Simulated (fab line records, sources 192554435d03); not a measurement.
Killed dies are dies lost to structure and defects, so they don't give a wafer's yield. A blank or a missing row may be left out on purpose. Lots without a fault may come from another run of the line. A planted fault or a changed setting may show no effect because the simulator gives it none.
Which tool did it? | flow n5_finfet | 24 lots, 72 wafers sampled, at 3 steps of a route of 1938

WHAT THE GAUGES READ, wafer by wafer
N5_BEOL_M0_CUTY_INSPECT_59: inspects for defects (macro). Usual: raw_defect_count 1.9, standard deviation 1.3.
lot  | measured     | on                | raw_defect_count | flag
L074 | day 5 14:50  | defect_inspect-01 | 5 2 2            |
L075 | day 6 12:40  | defect_inspect-01 | 2 4 3            |
L076 | day 6 14:48  | defect_inspect-02 | 1 1 4            |
L077 | day 6 16:48  | defect_inspect-01 | 0 0 2            |
L078 | day 6 18:05  | defect_inspect-02 | 3 1 1            |
L079 | day 7 03:10  | defect_inspect-02 | 3 3 2            |
L080 | day 7 10:23  | defect_inspect-02 | 3 4 3            |
L081 | day 7 17:16  | defect_inspect-01 | 1 1 1            |
L082 | day 7 18:09  | defect_inspect-01 | 3 3 2            |
L083 | day 7 23:29  | defect_inspect-01 | 3 2 2            |
L084 | day 8 04:26  | defect_inspect-01 | 2 1 1            |
L085 | day 8 16:08  | defect_inspect-02 | 0 1 1            |
L086 | day 8 22:29  | defect_inspect-02 | 2 3 2            |
L087 | day 9 04:41  | defect_inspect-02 | 3 0 1            |
L088 | day 9 12:23  | defect_inspect-02 | 1 1 2            |
L089 | day 9 16:05  | defect_inspect-01 | 1 2 3            |
L090 | day 9 21:05  | defect_inspect-02 | 1 4 0            |
L091 | day 10 03:47 | defect_inspect-02 | 4 3 3            |
L092 | day 10 07:05 | defect_inspect-02 | 0 4 1            |
L093 | day 10 10:54 | defect_inspect-01 | 2 4 3            |
L094 | day 10 15:20 | defect_inspect-02 | 3 1 2            |
L095 | day 10 21:02 | defect_inspect-01 | 2 0 3            |
L096 | day 11 06:05 | defect_inspect-01 | 3 2 5            |
L097 | day 11 15:47 | defect_inspect-02 | 2 0 1            |

WHICH TOOL RAN EACH LOT (tool, then ch and the chambers of the sampled wafers, then the start)
lot  | N5_BEOL_M0_SAQP_ETCH_106           | N5_BEOL_M0_SAQP_ETCH_107
L074 | rie_diel-02 ch 0,1,2, day 5 11:04  | rie_diel-02 ch 0,1,2, day 5 11:07
L075 | rie_diel-03 ch 1,2,3, day 6 07:52  | rie_diel-03 ch 1,2,3, day 6 07:55
L076 | rie_diel-02 ch 0,1, day 6 09:48    | rie_diel-02 ch 0,1, day 6 09:52
L077 | rie_diel-03 ch 0,1,3, day 6 13:44  | rie_diel-03 ch 0,1,3, day 6 13:48
L078 | rie_diel-03 ch 0,1,2, day 6 14:35  | rie_diel-03 ch 0,1,2, day 6 14:38
L079 | rie_diel-03 ch 1,2, day 7 00:10    | rie_diel-03 ch 1,2, day 7 00:14
L080 | rie_diel-06 ch 0,3, day 7 07:33    | rie_diel-06 ch 0,3, day 7 07:37
L081 | rie_diel-02 ch 0,1,2, day 7 14:14  | rie_diel-02 ch 0,1,2, day 7 14:18
L082 | rie_diel-03 ch 0,2, day 7 14:59    | rie_diel-03 ch 0,2, day 7 15:02
L083 | rie_diel-03 ch 1,2,3, day 7 20:14  | rie_diel-03 ch 1,2,3, day 7 20:17
L084 | rie_diel-03 ch 0,1,3, day 8 01:15  | rie_diel-03 ch 0,1,3, day 8 01:19
L085 | rie_diel-06 ch 0,1,3, day 8 10:56  | rie_diel-06 ch 0,1,3, day 8 11:00
L086 | rie_diel-03 ch 0,1,2, day 8 17:13  | rie_diel-03 ch 0,1,2, day 8 17:16
L087 | rie_diel-03 ch 0,1, day 9 01:43    | rie_diel-03 ch 0,1, day 9 01:47
L088 | rie_diel-02 ch 1,2, day 9 09:18    | rie_diel-02 ch 1,2, day 9 09:22
L089 | rie_diel-02 ch 1,3, day 9 12:55    | rie_diel-02 ch 1,3, day 9 12:59
L090 | rie_diel-06 ch 1,2,3, day 9 18:07  | rie_diel-06 ch 1,2,3, day 9 18:11
L091 | rie_diel-03 ch 0,2,3, day 10 00:30 | rie_diel-03 ch 0,2,3, day 10 00:34
L092 | rie_diel-03 ch 1,2, day 10 04:02   | rie_diel-03 ch 1,2, day 10 04:06
L093 | rie_diel-03 ch 1,2,3, day 10 07:51 | rie_diel-03 ch 1,2,3, day 10 07:55
L094 | rie_diel-03 ch 1,2,3, day 10 12:10 | rie_diel-03 ch 1,2,3, day 10 12:13
L095 | rie_diel-03 ch 2,3, day 10 17:45   | rie_diel-03 ch 2,3, day 10 17:49
L096 | rie_diel-02 ch 1,3, day 11 02:58   | rie_diel-02 ch 1,3, day 11 03:01
L097 | rie_diel-06 ch 1,2,3, day 11 12:59 | rie_diel-06 ch 1,2,3, day 11 13:02
- N5_BEOL_M0_SAQP_ETCH_106: etches SOC in N2/H2, stops on SiNx, target depth 150 nm.
- N5_BEOL_M0_SAQP_ETCH_107: etches SiNx in CH3F/O2, target depth 30 nm.

WHAT THE TOOLS THEMSELVES READ (means of the sampled wafers that have a number; where no wafer has one, the mark that the record gives instead)
N5_BEOL_M0_SAQP_ETCH_106. Usual: drypump_motor_current_A 5.9 A, standard deviation 0.46; oes_product_au 0.79 a.u., standard deviation 0.085; rf_vpp_V 240.8 V, standard deviation 1.6; showerhead_plenum_p_Torr 2.56 Torr, standard deviation 0.095; throttle_valve_pct 17.87 %, standard deviation 0.27.
lot  | tool        | drypump_motor_current_A (A) | oes_product_au (a.u.) | rf_vpp_V (V) | showerhead_plenum_p_Torr (Torr) | throttle_valve_pct (%) | flag
L074 | rie_diel-02 | 6.2                         | 0.79                  | 241.1        | 2.60                            | 17.67                  |
L075 | rie_diel-03 | 5.5                         | 0.73                  | 241.1        | 2.54                            | 18.10                  |
L076 | rie_diel-02 | 6.1                         | 0.82                  | 242.5        | 2.68                            | 17.43                  |
L077 | rie_diel-03 | 6.0                         | 0.78                  | 241.2        | 2.56                            | 18.00                  |
L078 | rie_diel-03 | 6.0                         | 0.81                  | 241.4        | 2.54                            | 17.96                  |
L079 | rie_diel-03 | 5.5                         | 0.75                  | 240.4        | 2.53                            | 18.08                  |
L080 | rie_diel-06 | 5.9                         | 0.72                  | 241.5        | 2.56                            | 17.87                  |
L081 | rie_diel-02 | 6.1                         | 0.78                  | 241.3        | 2.59                            | 17.70                  |
L082 | rie_diel-03 | 5.8                         | 0.81                  | 239.1        | 2.47                            | 17.93                  |
L083 | rie_diel-03 | 5.6                         | 0.72                  | 240.6        | 2.54                            | 18.12                  |
L084 | rie_diel-03 | 6.0                         | 0.77                  | 240.9        | 2.55                            | 17.99                  |
L085 | rie_diel-06 | 5.9                         | 0.79                  | 241.3        | 2.59                            | 17.70                  |
L086 | rie_diel-03 | 6.0                         | 0.79                  | 239.9        | 2.53                            | 17.99                  |
L087 | rie_diel-03 | 6.4                         | 0.82                  | 239.5        | 2.54                            | 17.88                  |
L088 | rie_diel-02 | 6.3                         | 0.73                  | 240.3        | 2.57                            | 17.73                  |
L089 | rie_diel-02 | 6.0                         | 0.79                  | 242.8        | 2.67                            | 17.52                  |
L090 | rie_diel-06 | 5.7                         | 0.86                  | 241.6        | 2.62                            | 17.61                  |
L091 | rie_diel-03 | 5.8                         | 0.84                  | 239.5        | 2.48                            | 17.85                  |
L092 | rie_diel-03 | 5.8                         | 0.73                  | 240.4        | 2.58                            | 18.16                  |
L093 | rie_diel-03 | 5.5                         | 0.80                  | 239.9        | 2.53                            | 18.01                  |
L094 | rie_diel-03 | 5.5                         | 0.79                  | 241.0        | 2.53                            | 18.02                  |
L095 | rie_diel-03 | 5.3                         | 0.86                  | 239.5        | 2.48                            | 17.85                  |
L096 | rie_diel-02 | 6.1                         | 0.78                  | 242.5        | 2.67                            | 17.55                  |
L097 | rie_diel-06 | 5.7                         | 0.83                  | 242.0        | 2.61                            | 17.63                  |

N5_BEOL_M0_SAQP_ETCH_107. Usual: drypump_motor_current_A 5.9 A, standard deviation 0.47; oes_product_au 0.80 a.u., standard deviation 0.089; rf_vpp_V 299 V, standard deviation 3.2; showerhead_plenum_p_Torr 2.01 Torr, standard deviation 0.075; throttle_valve_pct 16.37 %, standard deviation 0.24.
lot  | tool        | drypump_motor_current_A (A) | oes_product_au (a.u.) | rf_vpp_V (V) | showerhead_plenum_p_Torr (Torr) | throttle_valve_pct (%) | flag
L074 | rie_diel-02 | 6.2                         | 0.81                  | 300          | 2.04                            | 16.24                  |
L075 | rie_diel-03 | 5.5                         | 0.74                  | 299          | 2.00                            | 16.58                  |
L076 | rie_diel-02 | 6.1                         | 0.83                  | 300          | 2.11                            | 16.02                  |
L077 | rie_diel-03 | 5.9                         | 0.80                  | 300          | 2.01                            | 16.51                  |
L078 | rie_diel-03 | 6.0                         | 0.82                  | 299          | 1.99                            | 16.38                  |
L079 | rie_diel-03 | 5.5                         | 0.76                  | 297          | 1.98                            | 16.45                  |
L080 | rie_diel-06 | 5.9                         | 0.73                  | 293          | 2.02                            | 16.38                  |
L081 | rie_diel-02 | 6.1                         | 0.79                  | 299          | 2.04                            | 16.27                  |
L082 | rie_diel-03 | 5.8                         | 0.81                  | 299          | 1.93                            | 16.34                  |
L083 | rie_diel-03 | 5.5                         | 0.73                  | 299          | 1.99                            | 16.59                  |
L084 | rie_diel-03 | 6.0                         | 0.77                  | 301          | 2.00                            | 16.53                  |
L085 | rie_diel-06 | 6.0                         | 0.81                  | 294          | 2.04                            | 16.23                  |
L086 | rie_diel-03 | 6.0                         | 0.79                  | 299          | 1.99                            | 16.41                  |
L087 | rie_diel-03 | 6.4                         | 0.84                  | 300          | 2.00                            | 16.36                  |
L088 | rie_diel-02 | 6.2                         | 0.73                  | 299          | 2.02                            | 16.32                  |
L089 | rie_diel-02 | 6.0                         | 0.81                  | 301          | 2.10                            | 16.13                  |
L090 | rie_diel-06 | 5.7                         | 0.86                  | 297          | 2.06                            | 16.13                  |
L091 | rie_diel-03 | 5.8                         | 0.86                  | 300          | 1.95                            | 16.34                  |
L092 | rie_diel-03 | 5.7                         | 0.73                  | 298          | 2.02                            | 16.55                  |
L093 | rie_diel-03 | 5.5                         | 0.80                  | 299          | 1.99                            | 16.46                  |
L094 | rie_diel-03 | 5.5                         | 0.80                  | 299          | 1.99                            | 16.47                  |
L095 | rie_diel-03 | 5.3                         | 0.88                  | 300          | 1.95                            | 16.39                  |
L096 | rie_diel-02 | 6.0                         | 0.78                  | 301          | 2.09                            | 16.15                  |
L097 | rie_diel-06 | 5.8                         | 0.84                  | 297          | 2.06                            | 16.16                  |

THE ANSWER, worked out from the rows above alone
Rule: a lot is off if the mean of its wafers that have a number lies more than 3 standard deviations from the usual mean. A lot without any number at a reading at which 4 lots or more have one is off too. The other lots that the step has rows for count as sound. The gauges are gone through in route order, then the tools' own readings, and for those a lot's mean is taken as printed above. The first step at which some lot is off is used, and at that step the reading that is off furthest; a lot without a number counts as furthest.
No lot is off at any reading shown: from this, nothing can be told.

WHAT THE SIMULATOR HAD PUT IN
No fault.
